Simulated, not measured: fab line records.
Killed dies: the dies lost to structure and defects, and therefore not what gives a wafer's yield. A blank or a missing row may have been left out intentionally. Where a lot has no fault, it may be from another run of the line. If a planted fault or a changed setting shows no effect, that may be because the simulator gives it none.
fab line records	flow nand-harc
record: lots: 5	wafers: 15	last-day: 24
route steps=1159 shown P_M1@291 END@1159
lots untouched by any fault: they come from a run of this same line in which no faults occurred
start-h: hours from the record's first day to the start of the lot's first wafer shown	wait-h: hours from the lot's prior step to this one	" repeats the value in the row above	L1.1+2: several wafers, shown together as one row	- no value, or no start was given	* or withheld: withheld	< > ~ a bound
route shown NAME@n: names a module that has steps shown in the file, with the first one's number in the route	usual: mean/standard deviation taken from wafers without a fault	same: alike in all rows	chamber/n: place in a boat	sites: per-site readings	_std_site: how widely they spread, as a standard deviation	_edge_site: inner sites' mean taken away from outer sites' mean	radius-mm: for every site, how far away it sits from the centre of the wafer	mask NAME#n: copy n	behind: tool/chamber where the wafer was last shaped	hold: the reason the lot was held/the length of the hold in hours/how it ended	device: the n, p or np transistor that did not switch	end of line: tests run on the same wafers once the route is complete	where a step has no rows: the recipe by itself	killed: the dies lost at the first sort to structure and to defects; this is not the yield of the wafer	map: shows each die of a wafer: x if killed, . if not, _ if none is there
set.NAME: the setting the step ran with; set.NAME@STEP: the setting that earlier step ran with	model.NAME: the simulator's own value behind a step, which no gauge read
lots at selected steps of the route; one table per step, one row per wafer
services: when a tool's chamber went out of use (start-h, in hours from the record's first day, below 0 if earlier), for how many hours, and the reason
== steps ==
step: NHARC_P_M1_EBR_05
step: NHARC_P_M1_EXPOSE_06
recipe: na: 1.35	target-cd-nm: 130	dose-mj: 81.88	mask-id: P_M1
step: NHARC_P_M1_PEB_07
recipe: peb-temp-c: 100	peb-time-s: 65
step: NHARC_P_M1_DEVELOP_08
recipe: develop-time-s: 35	dev-temp-c: 23
step: NHARC_P_M1_CD_MEAS_09
recipe: target-cd-nm: 130	landing-energy-ev: 500
usual: cd-nm: 130.3/0.72
lot.wafer	tool	chamber	start-h	wait-h	cd-nm
L970.1	cd-sem-01	0	184.86	-	130.6
L970.2	"	0	"	"	130.8
L970.5	"	0	"	"	129.5
L973.1	cd-sem-03	0	199.26	-	130.2
L973.2	"	0	"	"	129.7
L973.4	"	0	"	"	129.9
L981.1	cd-sem-02	0	243.65	-	129.9
L981.4	"	0	"	"	129.3
L981.5	"	0	"	"	130.4
L983.1	cd-sem-01	0	254.87	-	130.7
L983.2	"	0	"	"	130.3
L983.6	"	0	"	"	129.1
L982.1	cd-sem-02	0	257.70	-	129.4
L982.3	"	0	"	"	130.4
L982.4	"	0	"	"	129.4
step: NHARC_P_M1_OVL_MEAS_10
recipe: pitch-nm: 260
usual: overlay-x-nm: 0.0/0.74	overlay-y-nm: -0.3/0.6
lot.wafer	tool	chamber	start-h	wait-h	overlay-x-nm	overlay-y-nm
L970.1	overlay-01	-	184.95	-	-0.8	0.1
L970.2	"	-	"	"	-0.5	1.0
L970.5	"	-	"	"	-0.7	0.2
L973.1	overlay-01	-	199.35	-	-0.5	0.1
L973.2	"	-	"	"	-1.4	0.1
L973.4	"	-	"	"	-0.8	-0.5
L981.1	overlay-01	-	243.74	-	-0.1	-0.2
L981.4	"	-	"	"	0.3	-0.3
L981.5	"	-	"	"	-0.2	-0.5
L983.1	overlay-02	-	254.95	-	0.1	-0.5
L983.2	"	-	"	"	0.7	-1.3
L983.6	"	-	"	"	0.4	-1.1
L982.1	overlay-01	-	257.79	-	1.0	-0.5
L982.3	"	-	"	"	0.7	-0.4
L982.4	"	-	"	"	0.9	-0.9
step: NHARC_P_M1_INSPECT_11
usual: raw-defect-count: 3.7/2
lot.wafer	tool	chamber	start-h	wait-h	raw-defect-count
L970.1	defect-inspect-01	-	184.99	0.0	4
L970.2	"	-	"	"	4
L970.5	"	-	"	"	4
L973.1	defect-inspect-02	-	199.39	0.0	4
L973.2	"	-	"	"	5
L973.4	"	-	"	"	5
L981.1	defect-inspect-02	-	243.77	0.0	9
L981.4	"	-	"	"	5
L981.5	"	-	"	"	4
L983.1	defect-inspect-01	-	254.99	0.0	2
L983.2	"	-	"	"	3
L983.6	"	-	"	"	4
L982.1	defect-inspect-01	-	257.83	0.0	5
L982.3	"	-	"	"	2
L982.4	"	-	"	"	3
step: NHARC_P_M1_DESCUM_14
recipe: time-s: 3	o2-flow-sccm: 200	ar-flow-sccm: 0	bias-power-w: 0	chemistry: O2
usual: drypump-motor-current-A: 5.6/0.47	oes-product-au: 1.001/0.011	rf-vpp-V: 57.9/0.79	showerhead-plenum-p-Torr: 1.94/0.059	throttle-valve-pct: 11.311/0.0096
lot.wafer	tool	chamber	start-h	wait-h	drypump-motor-current-A	oes-product-au	rf-hours-counter-h	rf-vpp-V	showerhead-plenum-p-Torr	throttle-valve-pct
L970.1	rie-diel-13	0	185.05	0.1	4.7	1.009	2	57.4	2.04	11.324
L970.2	"	2	"	"	5.5	0.996	2	57.7	1.97	11.314
L970.5	"	0	"	"	4.7	1.007	-	57.1	2.04	11.307
L973.2	rie-diel-13	0	199.45	0.1	4.7	0.999	2	57.6	2.04	11.306
L973.1	"	2	"	"	5.5	1.008	2	57.0	1.97	11.312
L973.4	"	0	"	"	4.7	1.004	-	57.7	2.04	11.314
L981.1	rie-diel-13	3	243.83	0.1	5.8	1.008	3	56.7	2.00	11.293
L981.4	"	0	"	"	4.7	1.010	3	57.3	2.04	11.318
L981.5	"	0	"	"	4.7	1.007	-	57.9	2.04	11.308
L983.2	rie-diel-12	2	255.05	0.1	5.9	1.017	2	59.1	1.95	11.314
L983.1	"	1	"	"	5.7	0.975	2	59.0	1.97	11.315
L983.6	"	2	"	"	5.9	1.011	-	57.6	1.95	11.308
L982.1	rie-diel-12	1	257.91	0.1	5.7	0.977	2	58.7	1.97	11.303
L982.3	"	2	"	"	5.9	1.016	2	58.2	1.95	11.304
L982.4	"	0	"	"	5.0	1.009	2	57.1	1.86	11.323
step: NHARC_P_M1_ETCH_35
recipe: target-depth-a: 400	overetch-a: 120	time-s: 43.94	ion-energy-ev: 200	n2-flow-sccm: 150	h2-flow-sccm: 150	ar-flow-sccm: 0	rf-w: 400	bias-w: 150	chemistry: N2/H2
usual: drypump-motor-current-A: 5.6/0.46	n2-flow-sccm: 150.0/0.45	oes-product-au: 1.000/0.012	rf-vpp-V: 431.5/1.9	showerhead-plenum-p-Torr: 2.07/0.063	throttle-valve-pct: 14.171/0.0087
lot.wafer	tool	chamber	start-h	wait-h	drypump-motor-current-A	n2-flow-sccm	oes-product-au	rf-hours-counter-h	rf-vpp-V	showerhead-plenum-p-Torr	throttle-valve-pct
L970.2	rie-diel-13	2	185.15	0.1	5.5	150.5	0.996	2	433.9	2.10	14.167
L970.1	"	0	"	"	4.7	149.8	0.992	2	434.1	2.17	14.170
L970.5	"	2	"	"	5.5	150.3	0.999	-	430.2	2.10	14.170
L973.1	rie-diel-13	0	199.55	0.1	4.7	149.8	0.997	2	434.4	2.17	14.192
L973.2	"	3	"	"	5.9	149.5	1.023	2	433.3	2.13	14.162
L973.4	"	0	"	"	4.7	150.0	0.993	-	434.2	2.17	14.182
L981.1	rie-diel-13	3	243.93	0.1	5.9	150.2	1.006	3	433.4	2.13	14.171
L981.4	"	0	"	"	4.7	149.3	0.999	3	435.0	2.17	14.154
L981.5	"	2	"	"	5.6	150.6	0.992	-	431.7	2.10	14.180
L983.1	rie-diel-12	1	255.14	0.1	5.7	149.9	0.978	2	432.0	2.10	14.178
L983.2	"	0	"	"	5.0	149.9	0.993	2	428.5	1.99	14.186
L983.6	"	2	"	"	5.9	149.9	1.008	-	432.1	2.08	14.174
L982.4	rie-diel-12	0	258.00	0.1	5.0	149.9	0.999	2	428.4	1.98	14.176
L982.3	"	2	"	"	5.9	150.0	1.005	2	432.0	2.08	14.184
L982.1	"	3	"	"	4.9	149.5	1.003	2	432.1	2.10	14.168
step: NHARC_P_M1_ETCH_15
recipe: target-depth-a: 1825	time-s: 91.2	c4f8-flow-sccm: withheld	ar-flow-sccm: 400	rf-w: 600	bias-w: 300	chemistry: C4F8/Ar
usual: oes-product-au: 0.956/0.022	rf-vpp-V: 442.0/1.9
lot.wafer	tool	chamber	start-h	wait-h	oes-product-au	rf-hours-counter-h	rf-vpp-V
L970.2	rie-diel-13	0	-	-	0.950	2	443.8
L970.1	"	3	"	"	0.964	2	443.2
L970.5	"	0	"	"	0.956	-	444.7
L973.1	rie-diel-13	3	-	-	0.984	2	441.7
L973.2	"	0	"	"	0.924	2	443.7
L973.4	"	0	"	"	0.932	-	445.7
L981.1	rie-diel-13	2	-	-	0.921	3	441.4
L981.4	"	0	"	"	0.938	3	443.5
L981.5	"	2	"	"	0.925	-	444.8
L983.1	rie-diel-12	2	-	-	0.977	2	441.6
L983.2	"	3	"	"	0.969	2	443.0
L983.6	"	0	"	"	0.985	-	439.3
L982.4	rie-diel-12	2	-	-	0.971	2	440.8
L982.3	"	3	"	"	0.976	2	443.3
L982.1	"	1	"	"	0.937	2	444.1
step: NHARC_P_M1_CD_MEAS_16
usual: cd-nm: 130.3/0.99
lot.wafer	tool	chamber	start-h	wait-h	cd-nm
L970.1	cd-sem-01	-	185.40	-	130.7
L970.2	"	-	"	"	131.6
L970.5	"	-	"	"	130.0
L973.1	cd-sem-03	-	199.80	-	130.9
L973.2	"	-	"	"	130.8
L973.4	"	-	"	"	131.1
L981.1	cd-sem-03	-	244.14	-	130.1
L981.4	"	-	"	"	129.5
L981.5	"	-	"	"	130.6
L983.1	cd-sem-03	-	255.36	-	130.6
L983.2	"	-	"	"	130.4
L983.6	"	-	"	"	128.9
L982.1	cd-sem-03	-	258.22	-	129.1
L982.3	"	-	"	"	129.7
L982.4	"	-	"	"	130.0
step: NHARC_P_M1_STRIP_18
recipe: power-w: 1000	n2-flow-sccm: 150	h2-flow-sccm: 150	ar-flow-sccm: 0	bias-w: 0	chemistry: N2/H2
usual: drypump-motor-current-A: 5.6/0.46	n2-flow-sccm: 149.9/0.42	oes-product-au: 0.999/0.01	rf-vpp-V: 90.8/0.92	showerhead-plenum-p-Torr: 2.07/0.061	throttle-valve-pct: 14.172/0.0095
lot.wafer	tool	chamber	start-h	wait-h	drypump-motor-current-A	n2-flow-sccm	oes-product-au	rf-hours-counter-h	rf-vpp-V	showerhead-plenum-p-Torr	throttle-valve-pct
L970.2	rie-diel-11	3	185.50	0.1	5.8	149.7	0.992	13	90.7	2.11	14.169
L970.1	"	1	"	"	6.1	149.6	1.008	12	89.1	1.96	14.172
L970.5	"	3	"	"	5.8	149.3	1.000	-	90.3	2.11	14.179
L973.2	rie-diel-12	1	199.87	0.1	5.7	149.9	0.977	12	90.7	2.11	14.166
L973.4	"	3	"	"	4.9	150.1	0.999	10	93.2	2.10	14.175
L973.1	"	0	"	"	5.0	150.6	0.995	11	90.4	1.99	14.184
L981.4	rie-diel-12	0	244.21	0.1	5.0	150.0	1.005	1	90.5	1.99	14.183
L981.1	"	1	"	"	5.7	150.5	0.988	1	91.4	2.10	14.176
L981.5	"	1	"	"	5.7	150.3	0.977	-	89.7	2.10	14.165
L983.1	rie-diel-13	2	255.48	0.1	5.6	149.6	0.995	4	91.2	2.10	14.163
L983.2	"	3	"	"	5.9	149.4	1.010	4	91.3	2.13	14.184
L983.6	"	0	"	"	4.7	149.5	0.996	-	91.9	2.17	14.178
L982.4	rie-diel-13	3	258.32	0.1	5.8	150.7	1.015	4	91.2	2.13	14.197
L982.1	"	0	"	"	4.7	149.8	1.010	4	92.3	2.17	14.165
L982.3	"	1	"	"	5.5	149.2	1.013	3	90.3	2.14	14.185
step: NHARC_P_M1_ETCH_28
recipe: target-depth-a: 300	over-etch-frac: 0.3	time-s: 72.99	ion-energy-ev: 150	cf4-flow-sccm: 50	n2-flow-sccm: 100	ar-flow-sccm: 150	rf-w: 300	bias-w: 100	chemistry: CF4/N2
usual: drypump-motor-current-A: 5.6/0.46	n2-flow-sccm: 100.0/0.31	oes-product-au: 1.000/0.011	rf-vpp-V: 314.9/1.5	showerhead-plenum-p-Torr: 2.67/0.07	throttle-valve-pct: 19.794/0.0091
lot.wafer	tool	chamber	start-h	wait-h	drypump-motor-current-A	n2-flow-sccm	oes-product-au	rf-hours-counter-h	rf-vpp-V	showerhead-plenum-p-Torr	throttle-valve-pct
L970.1	rie-diel-11	3	185.72	-	5.8	99.6	0.982	13	315.1	2.71	19.804
L970.2	"	0	"	"	5.9	100.9	1.024	12	313.7	2.58	19.801
L970.5	"	2	"	"	6.2	100.2	1.001	-	312.8	2.63	19.803
L973.4	rie-diel-12	1	200.11	-	5.7	100.1	0.960	12	314.7	2.70	19.798
L973.2	"	3	"	"	5.0	99.9	0.986	10	314.7	2.70	19.794
L973.1	"	0	"	"	5.0	100.7	0.981	11	313.9	2.56	19.791
L981.4	rie-diel-12	1	244.46	-	5.7	100.0	0.849	1	316.0	2.70	19.805
L981.1	"	2	"	"	5.9	99.9	1.011	1	315.5	2.67	19.784
L981.5	"	1	"	"	5.7	99.7	0.845	-	313.7	2.70	19.793
L983.1	rie-diel-13	0	255.67	-	4.7	100.5	1.008	4	316.4	2.78	19.799
L983.2	"	2	"	"	5.6	99.9	0.988	4	316.8	2.69	19.794
L983.6	"	0	"	"	4.7	100.2	1.013	-	317.0	2.78	19.800
L982.1	rie-diel-13	2	258.53	-	5.5	100.4	0.999	4	314.9	2.69	19.801
L982.4	"	3	"	"	5.8	100.0	1.002	4	317.9	2.74	19.802
L982.3	"	1	"	"	5.5	100.1	0.997	3	315.0	2.74	19.796
step: NHARC_P_M1_STRIP_19
recipe: time-s: 600	temp-c: 30	chemistry: post-etch-residue-remover
step: NHARC_END_SORT_01
recipe: temp-c: 25
usual: defect-limited-yield: 95.0/1.7	killed-at-array: 31/11	killed-at-other: 0.5/0.78	killed-at-periphery: 3.0/2	killed-dies: 34/12	killed-open: 3.2/2	killed-short: 1.9/1.6	sort_bin_2_pct: 1.6/0.67	sort_bin_3_pct: 0.26/0.2	sort_bin_4_pct: 3.2/1.1	sort-n-pass: 643/12	sort-rim-yield-pct: 96.8/1.8	sort-yield-pct: 95.0/1.7
same: gross-dies: 677	sort_bin_5_pct[%]: 0	sort_bin_6_pct[%]: 0	sort_bin_7_pct[%]: 0	sort_bin_8_pct[%]: 0	sort-rim-n-gross: 106.00
lot.wafer	tool	chamber	start-h	wait-h	defect-limited-yield[%]	killed-at-array	killed-at-other	killed-at-periphery	killed-dies	killed-open	killed-short	sort_bin_2_pct[%]	sort_bin_3_pct[%]	sort_bin_4_pct[%]	sort-n-pass	sort-rim-yield-pct[%]	sort-yield-pct[%]
L982.3	prober-02	0	565.75	3.1	93.1	42	1	4	47	5	9	1.9	0.74	4.3	630	97.2	93.1
killed by level:class
L982.3 A_SLIT:chamber-film-flake=20 A_CHANNEL_HOLE_D1:chamber-film-flake=7 A_ONON_D1:geometric-particle:short=3 A_CONTACT:geometric-particle:short=2 A_WL_FILL:chamber-film-flake=2 A_CONTACT:chamber-film-flake=2 P_GATE:geometric-particle:open=1 P_M0:geometric-particle:short=1
== services ==
tool	chamber	start-h	hours	kind
rie-diel-11	0	174.02	9.4	repair
rie-diel-13	1	178.72	22.5	repair
rie-diel-13	0	181.61	-	clean
rie-diel-13	2	181.61	-	clean
rie-diel-13	3	181.61	-	clean
rie-diel-12	0	181.68	-	clean
rie-diel-12	1	181.68	-	clean
rie-diel-12	3	183.88	6.7	repair
rie-diel-11	-	189.50	9.0	pm
rie-diel-11	2	200.68	1.2	repair
rie-diel-12	-	202.68	9.0	pm
rie-diel-13	0	206.11	-	clean
rie-diel-13	1	206.11	-	clean
rie-diel-13	2	206.11	-	clean
rie-diel-13	3	206.11	-	clean
rie-diel-13	-	210.84	0.8	repair
rie-diel-13	0	230.61	-	clean
rie-diel-13	1	230.61	-	clean
rie-diel-13	2	230.61	-	clean
rie-diel-13	3	230.61	-	clean
rie-diel-13	0	255.11	-	clean
rie-diel-13	1	255.11	-	clean
rie-diel-13	2	255.11	-	clean
rie-diel-13	3	255.11	-	clean
== key ==
first-sign: step: NHARC_P_M1_ETCH_28	reading: oes-product-au	direction: down	sigmas: 14	usual: 1.000	struck: 0.847
effect none on later readings
met-at NHARC_P_M1_ETCH_28
struck-wafers L981.4,L981.5
onset-between 200.11 244.46
fault: kind: process-parameter-drift	tool: rie-diel-12	chamber: -	onset-h: 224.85	steps: NHARC_P_M1_ETCH_28	channel: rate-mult	offset: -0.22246	shape: step	end-h: 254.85	scope: struck-wafers-only
